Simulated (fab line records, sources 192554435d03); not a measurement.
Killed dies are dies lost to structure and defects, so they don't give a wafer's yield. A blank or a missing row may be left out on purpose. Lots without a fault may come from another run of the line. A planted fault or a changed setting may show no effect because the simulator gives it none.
Split-lot experiment | flow n5_finfet | 7 lots, 21 wafers read, on a route of 1938 steps

THE SPLIT
At N5_MOL_CONTACT_COAG_ETCHBACK_136 (etches SiO2 in CHF3, target depth 25 nm, time 16.7 s), the setting target_depth_a was moved away from the recipe's 250 angstrom on 6 of the 21 wafers read, by -6.1% to +9.7%. The other wafers ran this setting at the recipe's value.

FROM THE SPLIT TO THE READING: what the file shows between them, 1 step
- N5_MOL_CONTACT_COAG_STRIP_120: strips in CHF3

THE READING
MOL_CONTACT_COAG.feature_depth_nm (the simulator's own value, which no gauge read), in nm, at N5_MOL_CONTACT_COAG_VIA_ETCH_117 (etches SiO2 in C4F6/O2, target depth 40 nm, overetch 8 nm, time 26 s). The file gives no usual value for it. The 15 wafers here that ran the recipe average 40.2 nm, standard deviation 0.24 nm.

wafer  | tool, chamber at the split | target_depth_a as run, angstrom | against the recipe | MOL_CONTACT_COAG.feature_depth_nm, nm | against lot-mates on the recipe
L078.2 | rie_diel-05, 2,1,3         | 274.2                           | +9.7%              | 37.8                                  | no lot-mate on the recipe
L078.3 | rie_diel-05, 2,1,3         | 274.2                           | +9.7%              | 38.2                                  | no lot-mate on the recipe
L078.5 | rie_diel-05, 2,1,3         | 274.2                           | +9.7%              | 38.2                                  | no lot-mate on the recipe
L081.1 | rie_diel-02, 1,2,0         | 250                             | recipe             | 40.2                                  | -
L081.2 | rie_diel-02, 1,2,0         | 250                             | recipe             | 40                                    | -
L081.4 | rie_diel-02, 1,2,0         | 250                             | recipe             | 40                                    | -
L084.1 | rie_diel-02, 0             | 250                             | recipe             | 40.6                                  | -
L084.3 | rie_diel-02, 2,0           | 234.8                           | -6.1%              | 41.8                                  | +1.2
L084.6 | rie_diel-02, 2,0           | 234.8                           | -6.1%              | 41.8                                  | +1.2
L087.1 | rie_diel-02, 3,0,1         | 250                             | recipe             | 40.6                                  | -
L087.3 | rie_diel-02, 3,0,1         | 250                             | recipe             | 40.4                                  | -
L087.4 | rie_diel-02, 3,0,1         | 250                             | recipe             | 40.4                                  | -
L089.1 | rie_diel-04, 3,2,1         | 250                             | recipe             | 40.4                                  | -
L089.2 | rie_diel-04, 3,2,1         | 250                             | recipe             | 40.2                                  | -
L089.3 | rie_diel-04, 3,2,1         | 250                             | recipe             | 39.8                                  | -
L090.1 | rie_diel-04, 1,2           | 250                             | recipe             | 40                                    | -
L090.3 | rie_diel-04, 1,2           | 250                             | recipe             | 40                                    | -
L090.5 | rie_diel-04, 2             | 262.3                           | +4.9%              | 39.2                                  | -0.8
L094.3 | rie_diel-05, 0,0,1         | 250                             | recipe             | 40.2                                  | -
L094.5 | rie_diel-05, 0,0,1         | 250                             | recipe             | 40                                    | -
L094.6 | rie_diel-05, 0,0,1         | 250                             | recipe             | 40                                    | -
Where a row lists several chambers, the file gives one row for several wafers and doesn't say which wafer went through which chamber.

THE FIT
A straight line over all 21 wafers: MOL_CONTACT_COAG.feature_depth_nm changes by -0.229 nm for each +1% of target_depth_a; r = -0.97; the points scatter about the line by 0.24 nm.
The same after taking each lot's own level away (the mean of its wafers on the recipe; 18 wafers): -0.188 nm for each +1%; r = -0.96; scatter 0.13 nm.
On that fit, the largest move of target_depth_a shifts the reading by 1.8 nm.
The lots' own levels span 40.00 to 40.60 nm, that is 2.5 times the standard deviation above.
So the lot-to-lot level changes the slope: the two fits differ.
Check: with one of the wafers moved furthest among these (-6.1%) left out of the fit, the line predicts +1.13 nm for it against its lot-mates. It came out at +1.2 nm against them.

OTHER SPLITS ON THESE WAFERS
These wafers also went through other splits before the reading. Each is held against what the fit with the lots' levels taken away leaves over:
other split on the same wafers               | wafers away from the commonest value | r with MOL_CONTACT_COAG.feature_depth_nm (lot level and that fit taken away)
N5_GATE_CUT_DESCUM_18 time_s                 | 8                                    | -0.06
N5_MOL_CONTACT_COAG_CONTACT_ETCH_14 source_w | 4                                    | -0.11
N5_MOL_CONTACT_COAG_DESCUM_45 time_s         | 7                                    | -0.03

THE WHOLE CHAIN: every reading that the file lists as answering this split, in the file's order
step                             | what it does                                                         | reading                                                                            | change (the file's fit)               | r (the file's)
N5_MOL_CONTACT_COAG_VIA_ETCH_117 | etches SiO2 in C4F6/O2, target depth 40 nm, overetch 8 nm, time 26 s | etch.depth_nm (the simulator's own value, which no gauge read)                     | -0.177 nm for each +1% of the setting | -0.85
N5_MOL_CONTACT_COAG_VIA_ETCH_117 | etches SiO2 in C4F6/O2, target depth 40 nm, overetch 8 nm, time 26 s | MOL_CONTACT_COAG.feature_depth_nm (the simulator's own value, which no gauge read) | -0.184 nm for each +1% of the setting | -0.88

THE FILE'S OWN FIT
MOL_CONTACT_COAG.feature_depth_nm changes by -0.184 nm for each +1% of target_depth_a, r = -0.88.
